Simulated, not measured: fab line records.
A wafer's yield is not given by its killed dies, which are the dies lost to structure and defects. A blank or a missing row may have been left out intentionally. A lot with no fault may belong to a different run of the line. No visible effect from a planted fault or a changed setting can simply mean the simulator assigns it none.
Lot-split experiment ; flow n5_finfet ; on a route of 1938 steps: 7 lots, 21 wafers read

SPLIT DETAILS
At N5_BEOL_M7_EXPOSE_25 (exposes mask V6, target cd 40 nm), the setting dose_mj was moved away from the recipe's 42.5 on 8 of the 21 wafers read, by -5.5% to -2.9%. All remaining wafers had this setting at the recipe value.

FROM THE SPLIT TO THE READING: what the file shows between them, 2 steps
- N5_BEOL_M7_PEB_26: peb time 60 s
- N5_BEOL_M7_DEVELOP_27: develop time 30 s

THE READING
cd_nm (nm) at N5_BEOL_M7_CD_MEAS_28, where the cd target is 40 nm. A value of 40.06 nm with a standard deviation of 0.24 nm is what fault-free wafers of this fab line usually give.

wafer;tool, chamber at the split;dose_mj as run;against the recipe;cd_nm, nm;against lot-mates on the recipe
L079.1;euv_scanner-01, 0;42.5;recipe;39.83;-
L079.3;euv_scanner-01, 0;42.5;recipe;39.86;-
L079.5;euv_scanner-01, 0;42.5;recipe;39.82;-
L082.2;euv_scanner-01, 0;42.5;recipe;40.16;-
L082.4;euv_scanner-01, 0;42.5;recipe;40.43;-
L082.5;euv_scanner-01, 0;40.3;-5.2%;38.93;-1.37
L087.1;euv_scanner-01, 0;42.5;recipe;39.63;-
L087.3;euv_scanner-01, 0;42.5;recipe;40.32;-
L087.4;euv_scanner-01, 0;40.15;-5.5%;38.83;-1.15
L091.3;euv_scanner-01, 0;40.54;-4.6%;38.53;no lot-mate on the recipe
L091.4;euv_scanner-01, 0;40.54;-4.6%;38.90;no lot-mate on the recipe
L091.5;euv_scanner-01, 0;40.54;-4.6%;39.55;no lot-mate on the recipe
L093.1;euv_scanner-01, 0;40.56;-4.6%;39.28;-0.91
L093.2;euv_scanner-01, 0;40.56;-4.6%;39.11;-1.08
L093.4;euv_scanner-01, 0;42.5;recipe;40.19;-
L094.1;euv_scanner-02, 0;42.5;recipe;40.17;-
L094.2;euv_scanner-02, 0;42.5;recipe;40.23;-
L094.6;euv_scanner-02, 0;42.5;recipe;39.96;-
L096.2;euv_scanner-02, 0;41.26;-2.9%;39.52;-0.72
L096.4;euv_scanner-02, 0;42.5;recipe;40.37;-
L096.5;euv_scanner-02, 0;42.5;recipe;40.11;-

FIT RESULTS
A straight line over all 21 wafers: cd_nm changes by +0.221 nm for each +1% of dose_mj; r = +0.89; the points scatter about the line by 0.26 nm.
The same after taking each lot's own level away (the mean of its wafers on the recipe; 18 wafers): +0.228 nm for each +1%; r = +0.95; scatter 0.16 nm.
The reading moves by 1.3 nm for the largest change in dose_mj, on that fit.
The lots' own levels span 39.837 to 40.295 nm, that is 1.9 times the standard deviation above.
The two slopes agree, so the slope changes little with the lot-to-lot level.
Check: with one of the wafers moved furthest among these (-5.5%) left out of the fit, the line predicts -1.31 nm for it against its lot-mates. Against them it came out at -1.15 nm.

FURTHER SPLITS ON THESE WAFERS
Note: prior to the reading, these wafers also went through further splits. Each is held against what the fit with the lots' levels taken away leaves over:
other split on the same wafers;wafers away from the commonest value;r with cd_nm (lot level and that fit taken away)
N5_BEOL_M5_ETCH_41 source_w;9;+0.05
N5_BEOL_M5_DEP_56 time_s;8;+0.02
N5_BEOL_M6_COAT_59 spin_rpm;3;+0.02
N5_BEOL_M7_COAT_71 spin_rpm;5;-0.26

THE WHOLE CHAIN: every reading that the file lists as answering this split, in the file's order
step;what it does;reading;change (the file's fit);r (the file's)
N5_BEOL_M7_CD_MEAS_28;target cd 40 nm;cd_nm;+0.231 nm for each +1% of the setting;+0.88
N5_BEOL_M7_DESCUM_33;chemistry O2, time 7 s;BEOL_M7.cd_nm (the simulator's own value, which no gauge read);+0.241 nm for each +1% of the setting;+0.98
N5_BEOL_M7_ETCH_72;etches underlayer in N2/H2, target depth 6.5 nm, time 5.2 s;BEOL_M7.cd_nm (the simulator's own value, which no gauge read);+0.228 nm for each +1% of the setting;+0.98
N5_BEOL_M7_VIA_ETCH_34;etches SiCOH lowk in C4F6/O2, target depth 125.5 nm, time 50.5 s;BEOL_M7.cd_nm (the simulator's own value, which no gauge read);+0.258 nm for each +1% of the setting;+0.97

THE FILE'S OWN FIT
cd_nm changes by +0.231 nm for each +1% of dose_mj, r = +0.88.
